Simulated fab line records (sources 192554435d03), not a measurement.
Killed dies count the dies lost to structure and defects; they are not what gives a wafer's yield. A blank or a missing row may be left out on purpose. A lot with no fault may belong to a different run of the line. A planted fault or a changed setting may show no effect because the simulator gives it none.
fab line records	flow n5Finfet
[record] lots = 10	wafers = 30	lastDay = 18
route steps=1938 shown BEOL_M11@1573 BEOL_M12@1609
lots that met no fault: from a run of the same line without faults
startH: hours from the record's first day to the start of the lot's first wafer shown	waitH: how many hours have passed since the lot's step before this one	" as in the row above	L1.1+2: a row that stands for several wafers	- value missing, or start not given	* or withheld: withheld	< > ~ a bound
route shown NAME@n: NAME is a module with steps in the file, n the number in the route of the first one	usual: the fault-free wafers' mean and standard deviation	same: alike in all rows	chamber/n: place in a boat	sites: readings site by site	_std_site: standard deviation across them	_edge_site: the outer-site mean with the inner-site mean subtracted	radiusMm: how far each site lies from the wafer's centre	mask NAME#n: copy n	behind: the most recent tool/chamber to have shaped the wafer	hold: why the lot went on hold/how many hours it stayed there/how the hold came to an end	device: the transistor (n, p or np) that didn't switch	end of line: the same wafers' tests at the end of the route	for a step that has no rows: nothing shown but its recipe	killed: not the wafer's yield, but the dies lost to structure and defects at the first sort	map: dies across one wafer; x = killed, . = not, _ = none there
set.NAME: the setting as run; set.NAME@STEP: as run at that earlier step	model.NAME: the simulator's own value behind a step, which no gauge read
a sample of lots followed through the steps of the route, with each step as a table and each wafer as a row
services: when a tool's chamber went out of use (startH, in hours from the record's first day, below 0 if earlier), for how many hours, and the reason
[[steps]]
[step N5_BEOL_M11_ETCH_66]
[recipe] chemistry = N2/H2	target = SOC	targetDepthA = 1200	overetchA = 240	maskMaterial = SiARC	tempC = 40	timeS = 180	ionEnergyEv = 200	pressureMtorr = 30	sourceW = 840	biasW = 150	n2FlowSccm = 200	h2FlowSccm = 200
[usual] drypumpMotorCurrentA = 5.7/0.34	oesProductAu = 0.63/0.063	rfVppV = 523.7/2.9	showerheadPlenumPTorr = 2.54/0.098	throttleValvePct = 17.84/0.29
lot.wafer	tool	chamber	startH	waitH	drypumpMotorCurrentA	oesProductAu	rfHoursCounterH	rfVppV	showerheadPlenumPTorr	throttleValvePct
L798.1	rieDiel-02	2	255.83	0.0	5.5	0.61	136	520.9	2.44	17.67
L798.5	"	3	"	"	5.5	0.60	-	523.4	2.53	17.96
L798.6	"	2	"	"	5.5	0.61	-	521.9	2.44	17.66
L800.1	rieDiel-02	3	259.70	0.0	5.5	0.59	186	522.4	2.53	17.97
L800.5	"	0	"	"	5.4	0.78	-	525.2	2.60	17.43
L800.6	"	1	"	"	6.4	0.63	-	527.2	2.67	18.21
L801.3	rieDiel-06	0	270.59	0.0	5.8	0.64	131	526.6	2.67	17.99
L801.4	"	2	"	"	5.9	0.58	191	519.6	2.42	18.25
L801.6	"	2	"	"	5.9	0.58	-	521.6	2.42	18.25
L802.2	rieDiel-05	3	277.48	0.0	5.5	0.70	44	520.8	2.49	17.77
L802.3	"	0	"	"	6.2	0.57	191	523.6	2.52	17.89
L802.4	"	1	"	"	5.2	0.67	52	521.6	2.48	17.73
L807.1	rieDiel-02	1	315.52	0.0	6.3	0.61	140	527.4	2.66	18.22
L807.4	"	2	"	"	5.5	0.60	154	520.2	2.44	17.69
L807.5	"	0	"	"	5.4	0.74	-	524.8	2.59	17.47
L808.1	rieDiel-05	3	323.35	0.0	5.6	0.70	58	522.9	2.48	17.81
L808.4	"	2	"	"	6.0	0.56	247	526.0	2.61	17.61
L808.6	"	1	"	"	5.2	0.66	-	521.8	2.47	17.78
L814.1	rieDiel-06	0	350.47	0.0	5.8	0.62	157	525.6	2.65	18.04
L814.4	"	3	"	"	5.3	0.69	52	528.3	2.68	17.39
L814.6	"	2	"	"	5.9	0.56	-	520.8	2.42	18.28
L815.1	rieDiel-02	3	350.64	0.0	5.5	0.58	214	523.2	2.51	18.04
L815.2	"	2	"	"	5.5	0.59	165	520.6	2.43	17.74
L815.3	"	1	"	"	6.4	0.60	151	527.4	2.66	18.26
L817.1	rieDiel-02	0	359.60	0.0	5.4	0.71	34	524.3	2.58	17.50
L817.4	"	3	"	"	5.5	0.58	-	523.5	2.51	18.04
L817.6	"	2	"	"	5.5	0.59	-	521.3	2.43	17.71
L820.1	rieDiel-02	1	377.11	0.0	6.4	0.60	154	527.0	2.66	18.25
L820.4	"	0	"	"	5.4	0.70	39	525.1	2.58	17.50
L820.6	"	3	"	"	5.4	0.58	-	522.5	2.51	18.04
[step N5_BEOL_M11_INSPECT_58]
[recipe] inspectInstrument = darkfield	mode = postDep
[usual] rawDefectCount = 62/21
lot.wafer	tool	chamber	startH	waitH	rawDefectCount
L798.1	defectInspect-01	-	259.04	0.0	73
L798.5	"	-	"	"	96
L798.6	"	-	"	"	86
L800.1	defectInspect-01	-	263.15	0.0	38
L800.5	"	-	"	"	35
L800.6	"	-	"	"	40
L801.3	defectInspect-02	-	273.41	0.0	93
L801.4	"	-	"	"	77
L801.6	"	-	"	"	105
L802.2	defectInspect-01	-	280.96	0.0	58
L802.3	"	-	"	"	64
L802.4	"	-	"	"	45
L807.1	defectInspect-02	-	318.70	0.0	53
L807.4	"	-	"	"	49
L807.5	"	-	"	"	55
L808.1	defectInspect-02	-	327.05	0.0	61
L808.4	"	-	"	"	41
L808.6	"	-	"	"	108
L815.1	defectInspect-01	-	354.12	0.1	59
L815.2	"	-	"	"	51
L815.3	"	-	"	"	45
L814.1	defectInspect-01	-	354.29	0.0	59
L814.4	"	-	"	"	72
L814.6	"	-	"	"	59
L817.1	defectInspect-02	-	363.15	0.0	89
L817.4	"	-	"	"	88
L817.6	"	-	"	"	59
L820.1	defectInspect-02	-	380.25	0.0	42
L820.4	"	-	"	"	62
L820.6	"	-	"	"	78
[step N5_BEOL_M12_PEB_08]
[recipe] pebTempC = 130	pebTimeS = 90
[usual] heaterPowerTotalW = 172.5/0.78
lot.wafer	tool	chamber	startH	waitH	heaterPowerTotalW
L798.1	lithoTrack-02	0	259.40	0.1	171.5
L798.5	"	0	"	"	172.4
L798.6	"	0	"	"	172.7
L800.1	lithoTrack-04	0	263.51	0.1	172.2
L800.5	"	0	"	"	171.7
L800.6	"	0	"	"	171.3
L801.3	lithoTrack-04	0	273.77	0.0	173.5
L801.4	"	0	"	"	172.2
L801.6	"	0	"	"	173.1
L802.2	lithoTrack-03	0	281.32	0.0	172.7
L802.3	"	0	"	"	172.0
L802.4	"	0	"	"	172.9
L807.1	lithoTrack-03	0	319.18	0.1	200.4
L807.4	"	0	"	"	172.9
L807.5	"	0	"	"	200.1
L808.1	lithoTrack-03	0	327.41	0.1	199.9
L808.4	"	0	"	"	170.9
L808.6	"	0	"	"	171.7
L815.1	lithoTrack-04	0	354.61	0.1	172.2
L815.2	"	0	"	"	173.0
L815.3	"	0	"	"	172.2
L814.1	lithoTrack-02	0	354.64	0.1	172.4
L814.4	"	0	"	"	172.7
L814.6	"	0	"	"	172.6
L817.1	lithoTrack-02	0	363.51	0.1	173.1
L817.4	"	0	"	"	173.0
L817.6	"	0	"	"	173.1
L820.1	lithoTrack-04	0	380.73	0.1	171.6
L820.4	"	0	"	"	172.9
L820.6	"	0	"	"	173.2
[step N5_BEOL_M12_CD_MEAS_10]
[recipe] targetCdNm = 140	landingEnergyEv = 500	detector = seInlens	polarity = opening
[usual] cdNm = 139.8/1.3
lot.wafer	tool	chamber	startH	waitH	cdNm
L798.1	cdSem-02	0	259.52	-	138.6
L798.5	"	0	"	"	139.2
L798.6	"	0	"	"	139.4
L800.1	cdSem-02	0	263.63	-	140.1
L800.5	"	0	"	"	140.7
L800.6	"	0	"	"	140.1
L801.3	cdSem-01	0	273.88	-	138.6
L801.4	"	0	"	"	140.1
L801.6	"	0	"	"	138.3
L802.2	cdSem-02	0	281.43	-	141.7
L802.3	"	0	"	"	141.6
L802.4	"	0	"	"	140.8
L807.1	cdSem-02	0	319.30	-	131.9
L807.4	"	0	"	"	139.2
L807.5	"	0	"	"	132.6
L808.1	cdSem-02	0	327.52	-	133.1
L808.4	"	0	"	"	140.7
L808.6	"	0	"	"	140.4
L815.1	cdSem-02	0	354.72	-	139.3
L815.2	"	0	"	"	138.8
L815.3	"	0	"	"	138.0
L814.1	cdSem-03	0	354.76	-	137.9
L814.4	"	0	"	"	137.9
L814.6	"	0	"	"	138.8
L817.1	cdSem-03	0	363.62	-	139.8
L817.4	"	0	"	"	138.3
L817.6	"	0	"	"	138.0
L820.1	cdSem-02	0	380.85	-	137.5
L820.4	"	0	"	"	139.7
L820.6	"	0	"	"	139.4
[step N5_BEOL_M12_STRIP_64]
[recipe] chemistry = N2/H2	powerW = 1000	tempC = 250	h2Frac = 0.65	overashFraction = 0.3	pressureMtorr = withheld	n2FlowSccm = 1750	h2FlowSccm = 3250
[usual] drypumpMotorCurrentA = 5.4/0.47	heaterPowerW = 337/22	oesProductAu = 0.715/0.0042	stripTimeToEndpointS = 31.34/0.066
lot.wafer	tool	chamber	startH	waitH	drypumpMotorCurrentA	heaterPowerW	oesProductAu	rfHoursCounterH	stripTimeToEndpointS
L798.1	plasmaAsher-01	0	259.95	0.0	4.9	320	0.712	74	31.31
L798.5	"	0	"	"	5.0	322	0.722	-	31.28
L798.6	"	1	"	"	5.9	364	0.709	-	31.26
L800.1	plasmaAsher-02	1	264.06	0.0	5.0	357	0.714	122	31.34
L800.5	"	1	"	"	5.0	347	0.714	-	31.30
L800.6	"	0	"	"	5.7	301	0.706	-	31.28
L801.3	plasmaAsher-02	1	274.34	0.0	5.0	342	0.718	-	31.29
L801.4	"	0	"	"	5.8	299	0.716	-	31.28
L801.6	"	0	"	"	5.7	298	0.715	-	31.33
L802.2	plasmaAsher-01	0	281.86	0.0	5.0	324	0.712	79	31.29
L802.3	"	1	"	"	6.0	356	0.720	-	31.27
L802.4	"	0	"	"	5.0	324	0.710	-	31.31
L807.1	plasmaAsher-02	0	319.73	0.0	5.7	302	0.723	132	31.31
L807.4	"	1	"	"	5.0	353	0.715	-	31.31
L807.5	"	1	"	"	5.0	350	0.713	-	31.30
L808.1	plasmaAsher-02	1	327.96	0.0	5.0	359	0.715	134	31.23
L808.4	"	0	"	"	5.7	301	0.713	-	31.35
L808.6	"	1	"	"	5.0	341	0.718	-	31.20
L815.1	plasmaAsher-02	1	355.17	0.0	5.0	371	0.708	139	31.28
L815.2	"	0	"	"	5.7	300	0.716	139	31.34
L815.3	"	0	"	"	5.7	301	0.713	-	31.34
L814.1	plasmaAsher-01	0	355.19	0.0	4.9	328	0.711	94	31.34
L814.4	"	0	"	"	5.0	331	0.717	-	31.36
L814.6	"	0	"	"	4.9	326	0.712	-	31.38
L817.1	plasmaAsher-01	1	364.07	0.0	6.0	364	0.719	96	31.38
L817.4	"	1	"	"	6.0	358	0.717	-	31.36
L817.6	"	1	"	"	6.0	365	0.713	-	31.36
L820.1	plasmaAsher-01	1	381.28	0.0	6.0	366	0.711	102	31.41
L820.4	"	0	"	"	5.0	333	0.721	-	31.47
L820.6	"	1	"	"	6.0	358	0.710	-	31.47
[[services]]
tool	chamber	startH	hours	kind
rieDiel-02	1	234.79	10.1	repair
rieDiel-05	0	290.58	14.1	repair
rieDiel-06	2	323.89	4.5	repair
rieDiel-05	2	335.81	-	clean
rieDiel-05	2	335.81	-	consumableReplace:focusRing
rieDiel-05	2	335.81	25.0	scheduledDown
rieDiel-05	2	335.81	25.0	ventCycle
rieDiel-02	1	351.37	14.6	repair
rieDiel-05	3	356.99	15.0	repair
plasmaAsher-02	-	367.16	16.7	pm
[[key]]
[firstSign] step = N5_BEOL_M12_PEB_08	reading = heaterPowerTotalW	direction = up	sigmas = 35	usual = *	struck = *
[effect] step = N5_BEOL_M12_CD_MEAS_10	reading = cdNm	direction = down	sigmas = 5.5	usual = 139.8	struck = 132.6
metAt N5_BEOL_M12_PEB_08
struckLots L807,L808
struckWafers L807.1,L807.5,L808.1
notActingAt N5_BEOL_M11_ETCH_66,N5_BEOL_M11_INSPECT_58,N5_BEOL_M12_STRIP_64
onsetBetween 281.32 319.18
[fault] kind = processParameterDrift	tool = lithoTrack-03	chamber = -	onsetH = 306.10	steps = N5_BEOL_M12_PEB_08	channel = pebTimeS	offset = *	shape = step	endH = 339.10	scope = struckWafersOnly	actsIn = *	stated = *
